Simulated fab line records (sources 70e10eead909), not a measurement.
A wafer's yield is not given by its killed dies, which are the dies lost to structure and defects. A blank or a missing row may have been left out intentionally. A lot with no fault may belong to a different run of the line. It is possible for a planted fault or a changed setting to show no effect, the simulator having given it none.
Matching of chambers || flow nand-harc || NHARC_A_DECK1_JOINT_ETCHBACK_07 on rie-si-05 has 4 sister chambers
The step etches the open film in HBr, target depth 105 nm, time 26.9 s. 8 wafers are shown with their chamber, then 10 later ones without.

== EACH WAFER AND ITS CHAMBER ==
{"wafer": "L086.3", "chamber": 1, "drypump-motor-current-A (A)": 5.7, "oes-product-au (a.u.)": 0.979}
{"wafer": "L087.3", "chamber": 1, "drypump-motor-current-A (A)": 5.7, "oes-product-au (a.u.)": 0.980}
{"wafer": "L087.6", "chamber": 3, "drypump-motor-current-A (A)": 5.0, "oes-product-au (a.u.)": 1.005}
{"wafer": "L089.2", "chamber": 2, "drypump-motor-current-A (A)": 5.9, "oes-product-au (a.u.)": 0.981}
{"wafer": "L089.4", "chamber": 0, "drypump-motor-current-A (A)": 5.6, "oes-product-au (a.u.)": 1.003}
{"wafer": "L089.5", "chamber": 3, "drypump-motor-current-A (A)": 5.0, "oes-product-au (a.u.)": 0.998}
{"wafer": "L092.1", "chamber": 2, "drypump-motor-current-A (A)": 6.0, "oes-product-au (a.u.)": 0.988}
{"wafer": "L092.3", "chamber": 0, "drypump-motor-current-A (A)": 5.5, "oes-product-au (a.u.)": 1.011}

== WAFERS WHOSE CHAMBER IS MISSING ==
{"wafer": "L092.4", "drypump-motor-current-A (A)": 5.7, "oes-product-au (a.u.)": 0.985}
{"wafer": "L095.1", "drypump-motor-current-A (A)": 5.0, "oes-product-au (a.u.)": 1.015}
{"wafer": "L095.2", "drypump-motor-current-A (A)": 5.9, "oes-product-au (a.u.)": 1.000}
{"wafer": "L095.5", "drypump-motor-current-A (A)": 5.9, "oes-product-au (a.u.)": 0.999}
{"wafer": "L096.1", "drypump-motor-current-A (A)": 5.0, "oes-product-au (a.u.)": 0.995}
{"wafer": "L096.4", "drypump-motor-current-A (A)": 5.7, "oes-product-au (a.u.)": 0.999}
{"wafer": "L096.6", "drypump-motor-current-A (A)": 5.5, "oes-product-au (a.u.)": 1.013}
{"wafer": "L097.1", "drypump-motor-current-A (A)": 5.7, "oes-product-au (a.u.)": 1.006}
{"wafer": "L097.3", "drypump-motor-current-A (A)": 6.0, "oes-product-au (a.u.)": 0.989}
{"wafer": "L097.5", "drypump-motor-current-A (A)": 5.7, "oes-product-au (a.u.)": 0.997}

== WHICH CHAMBER EACH WENT THROUGH ==
{"wafer": "L092.4", "from the rows above": 1, "in truth": 1}
{"wafer": "L095.1", "from the rows above": 3, "in truth": 3}
{"wafer": "L095.2", "from the rows above": 2, "in truth": 2}
{"wafer": "L095.5", "from the rows above": 2, "in truth": 2}
{"wafer": "L096.1", "from the rows above": 3, "in truth": 3}
{"wafer": "L096.4", "from the rows above": "can't be placed: 0 or 1", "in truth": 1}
{"wafer": "L096.6", "from the rows above": 0, "in truth": 0}
{"wafer": "L097.1", "from the rows above": 0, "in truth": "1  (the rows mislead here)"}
{"wafer": "L097.3", "from the rows above": 2, "in truth": 2}
{"wafer": "L097.5", "from the rows above": "can't be placed: 0 or 1 or 2", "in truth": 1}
Correctly placed: 7 of 10. From these rows, 2 cannot be placed; in 2 the true chamber is one of the candidates. 1 placed wrongly.
How it was worked out, from the rows above alone: a wafer's distance from a chamber is the root of the sum, over the readings, of the square of ((its reading less the chamber's mean) divided by the reading's scatter). If the next closest chamber is less than 2 further off than the closest, the wafer can't be placed; otherwise it belongs to the closest. Each chamber's mean is taken over the wafers shown for it. The scatter: the root of (the sum of the squares of (reading less its chamber's mean) over the shown wafers, divided by (wafers less chambers)).
